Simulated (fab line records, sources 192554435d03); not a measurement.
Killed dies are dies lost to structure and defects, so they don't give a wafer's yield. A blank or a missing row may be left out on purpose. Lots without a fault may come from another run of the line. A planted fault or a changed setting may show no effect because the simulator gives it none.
fab line records | flow n5_finfet
record lots=7 wafers=21 last_day=17
route steps=1938 shown ZERO_LAYER@12 WELL_APT@20
lots that met no fault: from a run of the same line without faults
start_h: hours from the record's first day to the start of the lot's first wafer shown | wait_h: hours since the lot's step before | " the same as in the row above | L1.1+2: a row that stands for several wafers | - no value, or no start given | * or withheld: withheld | < > ~ a bound
route shown NAME@n: a module of which the file shows steps, and the number in the route of the first | usual: mean/standard deviation of fault-free wafers | same: alike in all rows | chamber/n: place in a boat | sites: the reading at each site | _std_site: their standard deviation | _edge_site: outer sites' mean less inner sites' | radius_mm: how far each site lies from the wafer's centre | mask NAME#n: copy n | behind: the tool/chamber that last shaped the wafer | hold: why the lot was held/for how many hours/how that ended | device: the transistor (n, p or np) that didn't switch | end of line: the same wafers' tests at the end of the route | a step without rows: its recipe alone | killed: dies lost to structure and defects at the first sort, not the wafer's yield | map: a wafer's dies, x killed, . not, _ none there
set.NAME: the setting as run; set.NAME@STEP: as run at that earlier step | model.NAME: the simulator's own value behind a step, which no gauge read
lots at some steps of the route; a table a step, a row a wafer
services: from which hour (start_h, from the record's first day; less than 0 if before it) a tool's chamber was out of use, for how many hours, and why
## steps
# step N5_ZERO_LAYER_HARDBAKE_23
# recipe temp_c=130 time_s=120
# step N5_ZERO_LAYER_CD_MEAS_11
# recipe target_cd_nm=2000 landing_energy_ev=500 detector=se_inlens
# usual cd_nm=2001.1/1.9
# columns lot.wafer tool chamber start_h wait_h cd_nm
L570.2 cd_sem-02 0 30.79 - 2001.1
L570.3 " 0 " " 2001.4
L570.5 " 0 " " 2000.2
L575.1 cd_sem-02 0 60.68 - 2003.7
L575.2 " 0 " " 2002.2
L575.6 " 0 " " 2003.7
L576.2 cd_sem-03 0 66.77 - 2001.7
L576.4 " 0 " " 2001.0
L576.6 " 0 " " 2001.8
L577.2 cd_sem-02 0 72.65 - 2001.2
L577.4 " 0 " " 1998.1
L577.6 " 0 " " 1999.6
L581.1 cd_sem-01 0 96.64 - 2003.1
L581.2 " 0 " " 2003.3
L581.6 " 0 " " 2004.2
L586.3 cd_sem-03 0 126.65 - 2001.6
L586.4 " 0 " " 2002.7
L586.6 " 0 " " 2003.1
L590.3 cd_sem-03 0 150.79 - 2000.9
L590.5 " 0 " " 2001.6
L590.6 " 0 " " 2000.9
# step N5_ZERO_LAYER_DESCUM_16
# recipe chemistry=O2 time_s=7.9 source_power_w=50 bias_power_w=20 pressure_mtorr=20 rf_frequency_hz=2.712e+07 temp_c=40 o2_flow_sccm=225
# usual drypump_motor_current_A=5.8/0.57 oes_product_au=0.78/0.073 rf_vpp_V=243.1/1.5 showerhead_plenum_p_Torr=2.09/0.079 throttle_valve_pct=20.46/0.21
# columns lot.wafer tool chamber start_h wait_h drypump_motor_current_A oes_product_au rf_hours_counter_h rf_vpp_V showerhead_plenum_p_Torr throttle_valve_pct
L570.2 rie_diel-06 1 30.97 0.2 5.5 0.77 136 241.9 2.00 20.27
L570.3 " 2 " " 6.5 0.80 - 243.6 2.11 20.45
L570.5 " 2 " " 6.5 0.81 - 241.5 2.11 20.45
L575.1 rie_diel-06 3 61.12 0.4 6.6 0.88 45 240.9 2.05 20.42
L575.2 " 0 " " 5.7 0.93 6 244.9 2.13 19.97
L575.6 " 0 " " 5.7 0.93 - 244.9 2.13 19.97
L576.2 rie_diel-02 0 66.87 0.1 5.1 0.70 237 240.4 1.97 20.88
L576.4 " 2 " " 5.1 0.85 55 243.3 2.04 20.28
L576.6 " 1 " " 5.5 0.78 - 244.7 2.19 20.45
L577.2 rie_diel-06 2 73.04 0.4 6.5 0.79 121 243.8 2.10 20.48
L577.4 " 1 " " 5.5 0.76 150 243.0 2.00 20.30
L577.6 " 2 " " 6.5 0.79 - 244.0 2.10 20.48
L581.1 rie_diel-06 0 96.68 0.0 5.7 0.90 17 243.5 2.13 19.98
L581.2 " 1 " " 5.5 0.75 157 240.8 2.00 20.31
L581.6 " 1 " " 5.5 0.75 - 240.8 2.00 20.32
L586.3 rie_diel-05 1 126.68 0.0 5.8 0.76 161 245.0 2.18 20.60
L586.4 " 0 " " 5.6 0.70 243 242.0 2.07 20.42
L586.6 " 2 " " 5.4 0.76 - 244.8 2.09 20.72
L590.3 rie_diel-02 2 150.82 0.0 5.1 0.80 81 243.8 2.03 20.32
L590.5 " 2 " " 5.1 0.81 - 241.9 2.03 20.33
L590.6 " 1 " " 5.5 0.75 - 243.3 2.18 20.50
# step N5_ZERO_LAYER_ETCH_17
# recipe chemistry=CF4 target=SiO2 target_depth_a=120 time_s=13.3 ion_energy_ev=350 pressure_mtorr=40 source_w=450 bias_w=215 Ar_flow_sccm=100 cf4_flow_sccm=100
# usual drypump_motor_current_A=5.7/0.57 oes_product_au=0.78/0.073 rf_vpp_V=948/4.7 showerhead_plenum_p_Torr=2.14/0.072 throttle_valve_pct=15.68/0.23
# columns lot.wafer tool chamber start_h wait_h drypump_motor_current_A oes_product_au rf_hours_counter_h rf_vpp_V showerhead_plenum_p_Torr throttle_valve_pct
L570.2 rie_diel-06 1 31.02 0.0 5.5 0.77 136 945 2.07 15.58
L570.3 " 2 " " 6.5 0.81 - 950 2.16 15.70
L570.5 " 2 " " 6.5 0.81 - 950 2.16 15.70
L575.1 rie_diel-06 3 61.15 0.0 6.5 0.87 45 945 2.09 15.55
L575.2 " 0 " " 5.7 0.94 6 952 2.19 15.25
L575.6 " 0 " " 5.7 0.94 - 952 2.19 15.25
L576.2 rie_diel-02 0 66.91 0.0 5.1 0.70 237 942 2.03 16.23
L576.4 " 2 " " 5.1 0.84 55 945 2.09 15.45
L576.6 " 1 " " 5.5 0.78 - 955 2.23 15.63
L577.2 rie_diel-06 2 73.08 0.0 6.5 0.80 121 948 2.16 15.73
L577.4 " 1 " " 5.5 0.76 150 944 2.06 15.58
L577.6 " 2 " " 6.5 0.80 - 949 2.16 15.71
L581.1 rie_diel-06 0 96.71 0.0 5.7 0.91 17 951 2.19 15.25
L581.2 " 1 " " 5.5 0.76 157 945 2.06 15.61
L581.6 " 1 " " 5.5 0.74 - 942 2.06 15.62
L586.3 rie_diel-05 1 126.72 0.0 5.8 0.77 161 953 2.23 15.78
L586.4 " 0 " " 5.7 0.69 243 946 2.11 15.67
L586.6 " 2 " " 5.4 0.76 - 949 2.14 15.95
L590.3 rie_diel-02 2 150.86 0.0 5.0 0.79 81 944 2.08 15.49
L590.5 " 2 " " 5.1 0.80 - 945 2.08 15.51
L590.6 " 1 " " 5.5 0.74 - 955 2.22 15.67
# step N5_ZERO_LAYER_ETCH_18
# recipe chemistry=HBr/Cl2 target=Si target_depth_a=1200 time_s=40 pressure_mtorr=10 icp_w=800 bias_w=75 HBr_flow_sccm=150 Cl2_flow_sccm=80
# usual drypump_motor_current_A=5.65/0.26 mfc_cl2_sccm=79.97/0.23 oes_product_au=1.003/0.014 throttle_valve_pct=36.31/0.23
# columns lot.wafer tool chamber start_h wait_h drypump_motor_current_A mfc_cl2_sccm oes_product_au rf_hours_counter_h throttle_valve_pct
L570.2 rie_si-03 0 31.12 0.1 5.88 79.84 1.004 47 36.01
L570.3 " 2 " " 5.31 79.79 0.996 103 36.13
L570.5 " 3 " " 5.90 79.80 0.964 - 36.32
L575.1 rie_si-02 1 61.22 0.0 5.18 79.53 1.008 86 36.39
L575.2 " 2 " " 5.85 80.02 1.014 101 36.44
L575.6 " 2 " " 5.86 80.06 1.014 - 36.45
L576.2 rie_si-03 3 66.98 0.0 5.89 80.10 0.971 161 36.33
L576.4 " 0 " " 5.85 80.08 1.004 47 36.02
L576.6 " 1 " " 5.76 79.98 1.004 - 36.02
L577.2 rie_si-03 0 73.15 0.0 5.84 79.80 0.996 48 36.01
L577.4 " 2 " " 5.36 79.66 0.992 104 36.12
L577.6 " 1 " " 5.77 79.84 1.010 - 36.01
L581.1 rie_si-06 0 96.79 0.0 5.56 80.22 0.993 100 36.10
L581.2 " 1 " " 5.44 80.33 1.021 82 36.63
L581.6 " 3 " " 5.64 79.94 1.003 - 36.45
L586.3 rie_si-03 1 126.80 0.1 5.77 80.15 1.009 19 36.02
L586.4 " 0 " " 5.88 79.96 0.999 48 36.00
L586.6 " 3 " " 5.91 79.75 0.974 - 36.33
L590.3 rie_si-03 2 150.93 0.0 5.34 79.92 0.998 106 36.11
L590.5 " 0 " " 5.86 80.13 1.007 - 36.00
L590.6 " 3 " " 5.89 79.63 0.965 - 36.33
# step N5_ZERO_LAYER_STRIP_24
# recipe chemistry=O2 power_w=1000 temp_c=250 overash_fraction=0.3 pressure_mtorr=1000 o2_flow_sccm=6750
# usual drypump_motor_current_A=5.83/0.036 heater_power_w=343/35 oes_product_au=0.647/0.0045 strip_time_to_endpoint_s=43.87/0.084
# columns lot.wafer tool chamber start_h wait_h drypump_motor_current_A heater_power_w oes_product_au rf_hours_counter_h strip_time_to_endpoint_s
L570.2 plasma_asher-02 0 31.22 0.1 5.90 415 0.647 28 44.11
L570.3 " 1 " " 5.78 333 0.647 - 44.05
L570.5 " 1 " " 5.74 325 0.656 - 43.96
L575.1 plasma_asher-01 1 61.33 0.1 5.84 300 0.653 83 43.81
L575.2 " 0 " " 5.84 370 0.644 83 43.81
L575.6 " 1 " " 5.84 304 0.646 - 43.94
L576.2 plasma_asher-02 1 67.08 0.1 5.80 331 0.648 36 43.90
L576.4 " 1 " " 5.76 335 0.640 - 43.87
L576.6 " 1 " " 5.76 329 0.637 - 44.01
L577.2 plasma_asher-02 1 73.26 0.1 5.77 339 0.645 37 43.93
L577.4 " 0 " " 5.88 415 0.644 - 44.02
L577.6 " 0 " " 5.89 412 0.643 - 43.99
L581.1 plasma_asher-02 0 96.89 0.1 5.87 410 0.648 40 43.86
L581.2 " 1 " " 5.79 323 0.649 40 43.80
L581.6 " 1 " " 5.76 330 0.645 - 43.84
L586.3 plasma_asher-02 1 126.92 0.1 5.77 323 0.650 - 43.81
L586.4 " 0 " " 5.88 399 0.648 - 43.80
L586.6 " 0 " " 5.88 416 0.647 - 43.83
L590.3 plasma_asher-01 1 151.05 0.1 5.86 298 0.641 - 43.86
L590.5 " 1 " " 5.82 310 0.656 - 43.90
L590.6 " 0 " " 5.83 365 0.653 - 43.87
# step N5_ZERO_LAYER_STRIP_19
# recipe chemistry=SPM time_s=900 temp_c=130 h2so4_h2o2_vol_ratio=4 dry=ipa_marangoni
# step N5_ZERO_LAYER_INSPECT_20
# recipe inspect_instrument=darkfield mode=post_clean
# usual raw_defect_count=33/16
# columns lot.wafer tool chamber start_h wait_h raw_defect_count
L570.2 defect_inspect-01 - 31.58 0.0 24
L570.3 " - " " 46
L570.5 " - " " 29
L575.1 defect_inspect-01 - 61.69 0.0 44
L575.2 " - " " 24
L575.6 " - " " 18
L576.2 defect_inspect-02 - 67.47 0.0 29
L576.4 " - " " 41
L576.6 " - " " 19
L577.2 defect_inspect-01 - 73.62 0.0 21
L577.4 " - " " 23
L577.6 " - " " 22
L581.1 defect_inspect-02 - 97.25 0.0 57
L581.2 " - " " 40
L581.6 " - " " 44
L586.3 defect_inspect-02 - 127.52 0.0 36
L586.4 " - " " 30
L586.6 " - " " 17
L590.3 defect_inspect-01 - 151.40 0.0 45
L590.5 " - " " 26
L590.6 " - " " 45
# step N5_WELL_APT_HMDS_01
# recipe time_s=60 temp_c=120
# step N5_WELL_APT_COAT_02
# recipe spin_rpm=1357 resist_thk_nm=950
# step N5_WELL_APT_EBR_04
# recipe solvent=PGMEA ebr_width_mm=1.5
# step N5_WELL_APT_SOFTBAKE_03
# recipe temp_c=130 time_s=60
# step N5_WELL_APT_EXPOSE_05
# recipe mask_id=NWELL na=0.8 source_shape=conventional sigma_outer=0.8 polarization=unpolarized defocus_nm=0 target_cd_nm=200 dose_mj=20.3
# usual exposure_dose_mJ_cm2=20.286/0.024 focus_offset_nm=0.0/0.54
# columns lot.wafer tool chamber start_h wait_h mask exposure_dose_mJ_cm2 focus_offset_nm
L570.2 krf_scanner-01 0 31.84 - NWELL#0 20.293 -0.5
L570.3 " 0 " " NWELL#0 20.314 -0.1
L570.5 " 0 " " NWELL#0 20.312 0.0
L575.1 krf_scanner-01 - 61.82 - NWELL#0 - -
L575.2 " - " " NWELL#0 - -
L575.6 " - " " NWELL#0 - -
L576.2 krf_scanner-02 - 67.73 - NWELL#0 - -
L576.4 " - " " NWELL#0 - -
L576.6 " - " " NWELL#0 - -
L577.2 krf_scanner-02 - 73.76 - NWELL#0 - -
L577.4 " - " " NWELL#0 - -
L577.6 " - " " NWELL#0 - -
L581.1 krf_scanner-02 0 97.39 - NWELL#0 20.286 1.0
L581.2 " 0 " " NWELL#0 20.263 1.6
L581.6 " 0 " " NWELL#0 20.318 0.9
L586.3 krf_scanner-01 0 127.66 - NWELL#0 20.247 -0.2
L586.4 " 0 " " NWELL#0 20.260 1.0
L586.6 " 0 " " NWELL#0 20.240 -0.3
L590.3 krf_scanner-01 0 151.54 - NWELL#0 20.291 -0.1
L590.5 " 0 " " NWELL#0 20.317 -0.9
L590.6 " 0 " " NWELL#0 20.295 0.0
# step N5_WELL_APT_PEB_06
# recipe peb_temp_c=130 peb_time_s=90
## services
# columns tool chamber start_h hours kind
krf_scanner-02 - 8.12 4.0 pm
rie_diel-06 0 10.41 8.6 repair
krf_scanner-01 - 24.43 1.3 pm
rie_diel-05 1 25.52 5.6 repair
krf_scanner-01 - 25.91 0.8 pm
krf_scanner-02 - 26.25 0.2 repair
rie_diel-06 3 28.31 5.2 repair
krf_scanner-02 - 33.69 1.3 pm
krf_scanner-01 - 34.37 0.5 repair
rie_diel-05 1 35.94 9.7 repair
rie_diel-06 2 40.57 3.8 repair
krf_scanner-01 - 41.43 1.0 pm
krf_scanner-02 - 59.65 0.8 pm
rie_diel-02 1 79.45 2.7 repair
rie_diel-05 3 87.43 14.2 repair
rie_diel-02 0 89.49 2.7 repair
krf_scanner-01 - 97.23 4.0 pm
krf_scanner-02 - 101.25 1.0 pm
rie_si-03 - 107.35 0.1 repair
krf_scanner-01 - 112.94 3.8 repair
rie_diel-06 1 113.05 1.8 repair
rie_diel-02 2 113.09 5.5 repair
rie_diel-02 3 114.85 2.7 repair
krf_scanner-02 - 127.14 2.6 repair
## key
first_sign step=N5_WELL_APT_EXPOSE_05 reading=tool_record direction=missing
effect none on later readings
met_at N5_WELL_APT_EXPOSE_05
struck_wafers L575.1,L575.2,L575.6,L576.2,L576.4,L576.6,L577.2,L577.4,L577.6
later_rows_left_out L575.1,L575.2,L575.6,L576.2,L576.4,L576.6,L577.2,L577.4,L577.6
sort_left_out L575.1,L575.2,L575.6,L576.2,L576.4,L576.6,L577.2,L577.4,L577.6
onset_between 31.84 61.82
fault kind=skipped_step_whole tool=krf_scanner-01,krf_scanner-02 chamber=- onset_h=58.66 steps=N5_WELL_APT_EXPOSE_05 scope=struck_lots_only
# sort_left_out: the simulated sort isn't trusted on such a fault, so these wafers' sort isn't shown, and their yield isn't known
# later_rows_left_out: the simulator's readings of these wafers behind a module that went badly wrong aren't trusted and aren't shown, but for the sort
